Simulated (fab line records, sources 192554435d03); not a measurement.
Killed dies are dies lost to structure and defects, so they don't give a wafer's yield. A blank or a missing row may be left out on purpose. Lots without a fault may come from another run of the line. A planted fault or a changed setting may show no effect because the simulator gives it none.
fab line records | flow n5_finfet
record lots=4 wafers=12 last_day=18
route steps=1938 shown WELL_APT@21 PMOS_HMC_CHANNEL_EPI@57 BEOL_M4@1111
lots that met no fault: from a run of the same line without faults
start_h: hours from the record's first day to the start of the lot's first wafer shown | wait_h: hours since the lot's step before | " the same as in the row above | L1.1+2: a row that stands for several wafers | - no value, or no start given | * or withheld: withheld | < > ~ a bound
route shown NAME@n: a module of which the file shows steps, and the number in the route of the first | usual: mean/standard deviation of fault-free wafers | same: alike in all rows | chamber/n: place in a boat | sites: the reading at each site | _std_site: their standard deviation | _edge_site: outer sites' mean less inner sites' | radius_mm: how far each site lies from the wafer's centre | mask NAME#n: copy n | behind: the tool/chamber that last shaped the wafer | hold: why the lot was held/for how many hours/how that ended | device: the transistor (n, p or np) that didn't switch | end of line: the same wafers' tests at the end of the route | a step without rows: its recipe alone | killed: dies lost to structure and defects at the first sort, not the wafer's yield | map: a wafer's dies, x killed, . not, _ none there
set.NAME: the setting as run; set.NAME@STEP: as run at that earlier step | model.NAME: the simulator's own value behind a step, which no gauge read
lots at some steps of the route; a table a step, a row a wafer
services: from which hour (start_h, from the record's first day; less than 0 if before it) a tool's chamber was out of use, for how many hours, and why
## steps
# step N5_WELL_APT_COAT_02
# recipe spin_rpm=1357 resist_thk_nm=950
# step N5_WELL_APT_EBR_04
# recipe solvent=PGMEA ebr_width_mm=1.5
# step N5_WELL_APT_SOFTBAKE_03
# recipe temp_c=130 time_s=60
# step N5_WELL_APT_EXPOSE_05
# recipe mask_id=NWELL na=0.8 source_shape=conventional sigma_outer=0.8 polarization=unpolarized defocus_nm=0 target_cd_nm=200 dose_mj=20.3
# step N5_WELL_APT_PEB_06
# recipe peb_temp_c=130 peb_time_s=90
# step N5_WELL_APT_DEVELOP_07
# recipe develop_time_s=45 rinse_liquid=surfactant_rinse dry=air_spin dev_temp_c=21
# step N5_WELL_APT_HARDBAKE_12
# recipe temp_c=130 time_s=120
# step N5_WELL_APT_DESCUM_13
# recipe chemistry=O2 time_s=7.9 source_power_w=50 bias_power_w=20 pressure_mtorr=20 rf_frequency_hz=2.712e+07 temp_c=40 o2_flow_sccm=225
# step N5_WELL_APT_IMPLANT_14
# recipe species=P energy_kev=160 dose_cm2=1.5e+13 tilt_deg=0 rotation_deg=0
# step N5_WELL_APT_IMPLANT_15
# recipe species=As energy_kev=25 dose_cm2=1.5e+13 tilt_deg=0 rotation_deg=0
# usual dose_ions_cm2=1.5002e+13/1.3e+10 faraday_current_uA=190/3.8 rotation_deg=0.003/0.017
# columns lot.wafer tool chamber start_h wait_h dose_ions_cm2 faraday_current_uA rotation_deg
L204.3 implanter-02 0 38.10 0.1 1.5002e+13 195 0.010
L204.4 " 0 " " 1.5005e+13 190 0.024
L204.6 " 0 " " 1.4993e+13 186 -0.017
L219.1 implanter-02 0 128.12 0.1 7.083e+12 90 0.000
L219.5 " 0 " " 7.031e+12 92 -0.012
L219.6 " 0 " " 7.054e+12 91 -0.011
L221.1 implanter-02 0 140.74 0.1 7.073e+12 89 -0.004
L221.3 " 0 " " 7.067e+12 88 0.005
L221.5 " 0 " " 7.057e+12 87 -0.014
L223.2 implanter-01 0 152.23 0.1 1.5006e+13 193 -0.009
L223.4 " 0 " " 1.5003e+13 192 0.010
L223.6 " 0 " " 1.4986e+13 190 -0.024
# step N5_WELL_APT_STRIP_16
# recipe chemistry=SPM time_s=900 temp_c=130 h2so4_h2o2_vol_ratio=4 dry=ipa_marangoni
# step N5_WELL_APT_HMDS_18
# recipe time_s=60 temp_c=120
# step N5_WELL_APT_COAT_19
# recipe spin_rpm=1357 resist_thk_nm=950
# step N5_WELL_APT_EBR_21
# recipe solvent=PGMEA ebr_width_mm=1.5
# step N5_WELL_APT_SOFTBAKE_20
# recipe temp_c=130 time_s=60
# step N5_WELL_APT_EXPOSE_22
# recipe mask_id=PWELL na=0.8 source_shape=conventional sigma_outer=0.8 polarization=unpolarized defocus_nm=0 target_cd_nm=200 dose_mj=23.2
# step N5_WELL_APT_PEB_23
# recipe peb_temp_c=130 peb_time_s=90
# step N5_WELL_APT_DEVELOP_24
# recipe develop_time_s=45 rinse_liquid=surfactant_rinse dry=air_spin dev_temp_c=21
# step N5_WELL_APT_HARDBAKE_29
# recipe temp_c=130 time_s=120
# step N5_WELL_APT_DESCUM_30
# recipe chemistry=O2 time_s=7.9 source_power_w=50 bias_power_w=20 pressure_mtorr=20 rf_frequency_hz=2.712e+07 temp_c=40 o2_flow_sccm=225
# step N5_WELL_APT_IMPLANT_31
# recipe species=B energy_kev=60 dose_cm2=1.5e+13 tilt_deg=0 rotation_deg=0
# step N5_WELL_APT_IMPLANT_32
# recipe species=BF2 energy_kev=50 dose_cm2=2e+13 tilt_deg=0 rotation_deg=0
# step N5_WELL_APT_STRIP_33
# recipe chemistry=SPM time_s=900 temp_c=130 h2so4_h2o2_vol_ratio=4 dry=ipa_marangoni
# step N5_WELL_APT_RTA_34
# recipe temp_c=1000 time_s=10 ambient=N2 idle_temp_c=600 ramp_up_c_per_s=150 ramp_down_c_per_s=60 cool_to_c=600
# step N5_WELL_APT_OXIDE_STRIP_42
# recipe chemistry=dHF dilution=25:1 time_s=45 temp_c=25 target=SiO2 target_depth_a=120
# step N5_WELL_APT_PRECLEAN_36
# recipe chemistry=O3/DIW time_s=45 temp_c=22 o3_ppm=10
# step N5_WELL_APT_PRECLEAN_39
# recipe chemistry=dHF time_s=60 dilution=150:1 temp_c=25
# step N5_WELL_APT_SRD_37
# recipe dry=ipa_marangoni do_ppb=5 time_s=30 temp_c=23 rinse_liquid=diw
# step N5_WELL_APT_EPI_41
# recipe material=Si target_thk_a=500 temp_c=650 precursor=SiH4/H2 pressure_torr=20 time_s=297.7
# step N5_PMOS_HMC_CHANNEL_EPI_HM_DEP_34
# recipe material=SiO2 target_thk_a=360 temp_c=400 precursor=TEOS/O2 pressure_torr=6.5 rf_w=900 teos_flow_sccm=161.4 gas=O2 flow_sccm=2650 time_s=6.9
# step N5_PMOS_HMC_CHANNEL_EPI_COAT_31
# recipe resist=BARC temp_c=205 time_s=60 spin_rpm=1500 resist_thk_nm=66
# step N5_PMOS_HMC_CHANNEL_EPI_COAT_03
# recipe resist=CAR-ArF-block spin_rpm=1500 resist_thk_nm=205
# step N5_PMOS_HMC_CHANNEL_EPI_EBR_05
# recipe solvent=PGMEA ebr_width_mm=1.5
# step N5_PMOS_HMC_CHANNEL_EPI_SOFTBAKE_04
# recipe temp_c=110 time_s=60 resist=CAR-ArF-block
# step N5_PMOS_HMC_CHANNEL_EPI_EXPOSE_06
# recipe mask_id=PMOS_HMC_BLK na=1.35 source_shape=conventional sigma_outer=0.8 polarization=unpolarized target_cd_nm=240 dose_mj=41
# step N5_BEOL_M4_RC_MEAS_101
# usual CJ_P=5.80/0.14 DIBL_N=36.4/1.2 DIBL_P=36.1/1.6 IOFF_N=0.156/0.024 IOFF_P=0.21/0.031 ION_N=674/11 ION_P=463/6.9 SS_N=71.5/0.5 SS_P=73.2/0.55 VT_N=250.0/2.9 VT_P=-250/3.6
# columns lot.wafer tool chamber start_h wait_h CJ_P DIBL_N[mV/V] DIBL_P[mV/V] IOFF_N[nA/um] IOFF_P[nA/um] ION_N[uA/um] ION_P[uA/um] SS_N[mV/dec] SS_P[mV/dec] VT_N[mV] VT_P[mV]
L204.3 prober-02 0 189.31 0.3 5.94 35.0 37.1 0.157 0.21 680 462 71.5 73.1 248.7 -252
L204.4 " 0 " " 5.74 36.7 38.0 0.191 0.24 685 460 71.6 73.1 248.1 -250
L204.6 " 0 " " 5.89 36.0 37.1 0.172 0.22 684 469 71.7 73.3 246.0 -252
L219.1 prober-01 0 276.79 0.0 4.16 37.9 37.4 0.178 0.26 684 472 72.1 74.3 249.4 -246
L219.5 " 0 " " 4.04 35.7 34.8 0.141 0.22 665 467 71.8 72.8 247.6 -249
L219.6 " 0 " " 3.88 36.7 37.1 0.153 0.28 662 468 71.7 73.7 249.8 -245
L221.1 prober-02 0 300.83 0.0 4.10 36.3 35.6 0.132 0.19 678 463 70.2 72.7 252.7 -253
L221.3 " 0 " " 3.89 35.9 35.5 0.130 0.18 667 456 71.5 72.4 253.0 -256
L221.5 " 0 " " 4.09 36.5 35.7 0.133 0.19 671 465 71.3 73.6 252.2 -253
L223.2 prober-01 0 314.90 0.2 5.68 37.0 36.9 0.183 0.20 695 463 72.7 73.8 246.0 -251
L223.4 " 0 " " 5.70 36.7 36.2 0.167 0.18 680 458 71.1 73.9 249.4 -254
L223.6 " 0 " " 5.52 35.6 35.2 0.154 0.17 679 457 72.1 73.0 247.6 -254
## services
# columns tool chamber start_h hours kind
implanter-01 - 20.60 2.1 repair
implanter-02 - 41.10 6.2 repair
implanter-01 - 81.30 2.5 repair
implanter-01 - 119.68 1.5 repair
## key
first_sign step=N5_WELL_APT_IMPLANT_15 reading=dose_ions_cm2 direction=down sigmas=99+ usual=1.5002e+13 struck=7.061e+12
effect step=N5_WELL_APT_IMPLANT_15 reading=faraday_current_uA direction=down sigmas=26 usual=190 struck=89
effect step=N5_BEOL_M4_RC_MEAS_101 reading=CJ_P direction=down sigmas=12 usual=5.80 struck=4.02
met_at N5_WELL_APT_IMPLANT_15
struck_wafers L219.1,L219.5,L219.6,L221.1,L221.3,L221.5
onset_between 38.10 128.12
fault kind=process_parameter_drift tool=implanter-02 chamber=- onset_h=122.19 steps=N5_WELL_APT_IMPLANT_15 channel=dose_cm2 offset=-7.9374e+12 shape=step end_h=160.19 acts_in=these_recipes_only stated=1.5e+13
